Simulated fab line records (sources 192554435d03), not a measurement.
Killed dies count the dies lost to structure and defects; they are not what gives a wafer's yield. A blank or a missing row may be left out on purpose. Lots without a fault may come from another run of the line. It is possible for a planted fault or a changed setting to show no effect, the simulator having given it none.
Chamber matching	flow n5-finfet	N5_GATE_CUT_ETCH_37 on rie-diel-01 has 4 sister chambers
The step etches SOC in N2/H2, target depth 60 nm, overetch 12 nm, time 90 s. 16 wafers are shown with their chamber, then 8 later ones without.

## WAFERS WITH THEIR CHAMBER
wafer	chamber	showerhead-plenum-p-Torr (Torr)	drypump-motor-current-A (A)	oes-product-au (a.u.)
L074.1	0	2.66	5.2	0.67
L074.2	3	2.49	6.3	0.84
L074.3	1	2.53	5.8	0.67
L075.3	3	2.49	6.3	0.84
L075.4	2	2.42	6.1	0.65
L075.6	0	2.66	5.2	0.67
L077.3	3	2.49	6.3	0.83
L077.4	0	2.66	5.1	0.66
L077.6	2	2.41	6.1	0.63
L082.1	2	2.41	6.1	0.64
L082.4	0	2.65	5.2	0.66
L082.5	1	2.53	5.9	0.65
L085.2	2	2.41	6.1	0.63
L085.4	1	2.53	5.9	0.65
L085.6	0	2.65	5.3	0.65
L091.1	2	2.40	6.1	0.62

SIGNATURES, as means of the wafers listed above
reading	chamber 0	chamber 1	chamber 2	chamber 3	scatter within a chamber
showerhead-plenum-p-Torr	2.6560	2.5300	2.4100	2.4900	0.00516
drypump-motor-current-A	5.200	5.867	6.100	6.300	0.0471
oes-product-au	0.6620	0.6567	0.6340	0.8367	0.00972
Rule: for a wafer and a chamber, the distance is found by dividing, reading by reading, the gap between the wafer's reading and the chamber's mean by the reading's scatter, squaring, summing and taking the root. If the next closest chamber is less than 2 further off than the closest, the wafer can't be placed; otherwise it belongs to the closest. The scatter: take each reading less its chamber's mean, square it, sum over the shown wafers, divide by the number of wafers less the number of chambers, and take the root.

## WAFERS WITHOUT THEIR CHAMBER
wafer	showerhead-plenum-p-Torr (Torr)	drypump-motor-current-A (A)	oes-product-au (a.u.)
L091.3	2.52	5.8	0.64
L091.4	2.64	5.2	0.65
L095.2	2.40	6.1	0.63
L095.4	2.52	5.8	0.64
L095.5	2.52	5.8	0.65
L096.1	2.64	5.2	0.65
L096.2	2.40	6.1	0.62
L096.4	2.52	5.8	0.64

## EACH ONE'S CHAMBER
wafer	from the rows above	in truth
L091.3	1	1
L091.4	0	0
L095.2	2	2
L095.4	1	1
L095.5	1	1
L096.1	0	0
L096.2	2	2
L096.4	1	1
8 of 8 placed correctly. Can't be placed from these rows: 0. 0 placed wrongly.
